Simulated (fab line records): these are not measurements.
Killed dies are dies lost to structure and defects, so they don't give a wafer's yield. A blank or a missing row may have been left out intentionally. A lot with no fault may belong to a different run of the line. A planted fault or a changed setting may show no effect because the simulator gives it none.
Chamber matching + flow nand harc + pecvd-02 running NHARC_P_M0_PRE_CLEAN_31: 3 sister chambers
The step time 12 s. 6 wafers are shown with their chamber, then 12 later ones without.

## EACH WAFER AND ITS CHAMBER
| wafer  | chamber | heater power w (W) |
|--------|---------|--------------------|
| L083.6 | 1       | 627                |
| L084.4 | 0       | 575                |
| L084.5 | 1       | 638                |
| L087.3 | 2       | 723                |
| L087.5 | 0       | 592                |
| L087.6 | 2       | 717                |

## WAFERS WHOSE CHAMBER IS MISSING
| wafer  | heater power w (W) |
|--------|--------------------|
| L088.3 | 592                |
| L088.5 | 696                |
| L088.6 | 611                |
| L092.1 | 634                |
| L092.2 | 602                |
| L092.4 | 605                |
| L093.1 | 612                |
| L093.3 | 545                |
| L093.6 | 554                |
| L094.2 | 644                |
| L094.3 | 746                |
| L094.4 | 642                |

## WHICH CHAMBER EACH ONE RAN IN
| wafer  | from the rows above     | in truth                   |
|--------|-------------------------|----------------------------|
| L088.3 | 0                       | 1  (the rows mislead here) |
| L088.5 | 2                       | 2                          |
| L088.6 | can't be placed: 1 or 0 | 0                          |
| L092.1 | 1                       | 1                          |
| L092.2 | can't be placed: 0 or 1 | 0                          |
| L092.4 | can't be placed: 0 or 1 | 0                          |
| L093.1 | can't be placed: 1 or 0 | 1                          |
| L093.3 | 0                       | 0                          |
| L093.6 | 0                       | 0                          |
| L094.2 | 1                       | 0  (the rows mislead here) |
| L094.3 | 2                       | 2                          |
| L094.4 | 1                       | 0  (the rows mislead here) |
Correctly placed: 5 of 12. Can't be placed from these rows: 4 (the true chamber is among the candidates in 4). Number placed wrongly: 3.
How it was worked out, from the rows above alone: a wafer's distance from a chamber is the root of the sum, over the readings, of the square of ((its reading less the chamber's mean) divided by the reading's scatter). The wafer belongs to the nearest chamber; if the next one is less than 2 further off, it can't be placed. A chamber's mean is the mean of its shown wafers. The scatter is the square root of a quotient: the sum, over the shown wafers, of each reading's squared deviation from its chamber's mean, divided by wafers minus chambers.
